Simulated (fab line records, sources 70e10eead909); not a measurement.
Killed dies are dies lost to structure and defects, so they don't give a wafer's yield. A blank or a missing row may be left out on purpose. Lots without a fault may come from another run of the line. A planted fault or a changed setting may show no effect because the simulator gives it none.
A struck lot beside a sound one | flow nand_harc | 25 steps out of a route of 1302
Sound: wafers L571.1, L571.4, L571.5. Struck: wafers L587.1, L587.4. The cause comes at the end.
At each step with rows: each side's tool, then ch and its chambers, then its first start. Under that, the readings that differ: sound wafers | struck wafers | difference of the means | sigmas: that difference in standard deviations of wafers without a fault.
alike: readings whose means differ by less than 2 such deviations, and words and numbers that are the same on both sides. not compared: withheld readings, readings that some wafer has no value for, bounds like >300 that may hide the same value, and numbers for which the record gives no deviation and whose values overlap.
The two part at a step that has a row with sigmas, a row that says differs or no value, or rows on one side only. Numbers that don't overlap but have no deviation are shown without sigmas and don't part them. A reading that every wafer of one side lacks parts them only if that side has two wafers or more.

first, 4 steps without rows for these wafers: NHARC_P_GATE_PRECLEAN_71 (cleans in SC1); NHARC_P_GATE_SRD_72; NHARC_P_GATE_OXIDE_16 (material SiO2, target thk 3 nm, ox time 392 s); NHARC_P_GATE_CVD_17 (deposits poly-Si, target thk 150 nm, time 900 s).
NHARC_P_GATE_HM_DEP_102: deposits aC, target thk 120 nm.
  sound on acl_dep-01 ch 0, day 6 04:32; struck on acl_dep-01 ch 0, day 12 16:04
  alike: throttle_valve_pct
NHARC_P_GATE_DEP_103: deposits SiON, target thk 30 nm.
  sound on pecvd-01 ch 0,1,2, day 6 05:14; struck on pecvd-01 ch 0,1, day 12 16:44
  alike: heater_power_w
  not compared: since_wet_clean_h
then, 6 steps without rows for these wafers: NHARC_P_GATE_DEHYDRATE_18 (time 120 s); NHARC_P_GATE_HMDS_19 (time 30 s); NHARC_P_GATE_COAT_20 (resist thk 90 nm); NHARC_P_GATE_SOFTBAKE_21 (time 55 s); NHARC_P_GATE_EBR_22; NHARC_P_GATE_EXPOSE_23 (exposes mask P GATE, target cd 120 nm).
NHARC_P_GATE_PEB_24: peb time 65 s.
  sound on litho_track-04 ch 0, day 6 05:48; struck on litho_track-01 ch 0, day 12 17:20
  reading                | sound             | struck      | difference | sigmas
  chill_plate_temp_C (C) | 22.99 23.10 23.04 | 22.82 22.84 | -0.21      | -2
  alike: heater_power_total_W
then, 1 step without rows for these wafers: NHARC_P_GATE_DEVELOP_25 (develop time 35 s).
NHARC_P_GATE_CD_MEAS_26: target cd 120 nm.
  sound on cd_sem-03 ch 0, day 6 05:53; struck on cd_sem-03 ch 0, day 12 17:25
  reading    | sound             | struck      | difference | sigmas
  cd_nm (nm) | 119.8 119.9 120.0 | 107.6 108.7 | -11.8      | -22
NHARC_P_GATE_OVL_MEAS_27:
  sound on overlay-02, day 6 05:58; struck on overlay-01, day 12 17:29
  alike: overlay_x_nm, overlay_y_nm
NHARC_P_GATE_INSPECT_28:
  sound on defect_inspect-01, day 6 06:00; struck on defect_inspect-02, day 12 17:32
  alike: raw_defect_count
NHARC_P_GATE_DESCUM_31: chemistry O2, time 3 s.
  sound on rie_diel-01 ch 0,2, day 6 06:04; struck on rie_diel-03 ch 0,3, day 12 17:37
  reading                 | sound             | struck      | difference | sigmas
  model.P_GATE.cd_nm (nm) | 120.3 120.1 119.8 | 107.4 109.7 | -11.5      |
  alike: drypump_motor_current_A, oes_product_au, rf_vpp_V, showerhead_plenum_p_Torr, throttle_valve_pct
  not compared: rf_hours_counter_h
NHARC_P_GATE_ETCH_104: etches the open film in CF4/CHF3, target depth 60 nm.
  sound on rie_diel-01 ch 1,3, day 6 06:09; struck on rie_diel-03 ch 2,3, day 12 17:42
  alike: cf4_flow_sccm, drypump_motor_current_A, oes_product_au, rf_vpp_V, showerhead_plenum_p_Torr, throttle_valve_pct
NHARC_P_GATE_HM_OPEN_105: chemistry O2/COS, target depth 360 nm.
  sound on rie_diel-01 ch 2,3; struck on rie_diel-07 ch 0, day 12 17:49
  reading               | sound             | struck      | difference | sigmas
  oes_product_au (a.u.) | 0.996 0.999 0.999 | 1.022 1.019 | +0.022     | +2
  alike: drypump_motor_current_A, rf_vpp_V, showerhead_plenum_p_Torr, throttle_valve_pct
  not compared: rf_hours_counter_h
then, 1 step without rows for these wafers: NHARC_P_GATE_STRIP_106 (strips in O2/COS).
NHARC_P_GATE_ETCH_114: etches the open film in CF4/O2, target depth 30 nm, overetch 3 nm, time 16.5 s.
  sound on rie_diel-01 ch 0,3; struck on rie_diel-07 ch 0,1, day 12 18:05
  alike: cf4_flow_sccm, drypump_motor_current_A, oes_product_au, rf_vpp_V, showerhead_plenum_p_Torr, throttle_valve_pct
  not compared: rf_hours_counter_h
NHARC_P_GATE_ETCH_32: etches the open film in HBr/Cl2, target depth 150 nm, time 100.1 s.
  sound on rie_si-02 ch 1,2,3, day 6 06:32; struck on rie_si-04 ch 1,2, day 12 18:10
  reading                 | sound             | struck    | difference | sigmas
  model.P_GATE.cd_nm (nm) | 123.2 119.1 125.8 | 107 106.6 | -16        |
  alike: drypump_motor_current_A, he_backside_leak_sccm, oes_product_au, throttle_valve_pct
  not compared: rf_hours_counter_h
then, 1 step without rows for these wafers: NHARC_P_GATE_STRIP_108 (strips in O2).
-- the record jumps here: 20 days lie between the struck wafers' starts before and after (it left off in module P_GATE and takes up again in module END, whose first step shown is number 1302 of the route) --
NHARC_END_SORT_01:
  the record has rows for the struck wafers here (prober-01 ch 0, day 33 01:15) and none for the sound ones

WHERE THEY PART
First at NHARC_P_GATE_PEB_24; last, within this record, at NHARC_END_SORT_01.

WHY: what the simulator had put in
Process parameter drift: litho_track-01, from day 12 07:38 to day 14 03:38, at NHARC_P_GATE_PEB_24. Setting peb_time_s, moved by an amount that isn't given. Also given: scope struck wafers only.
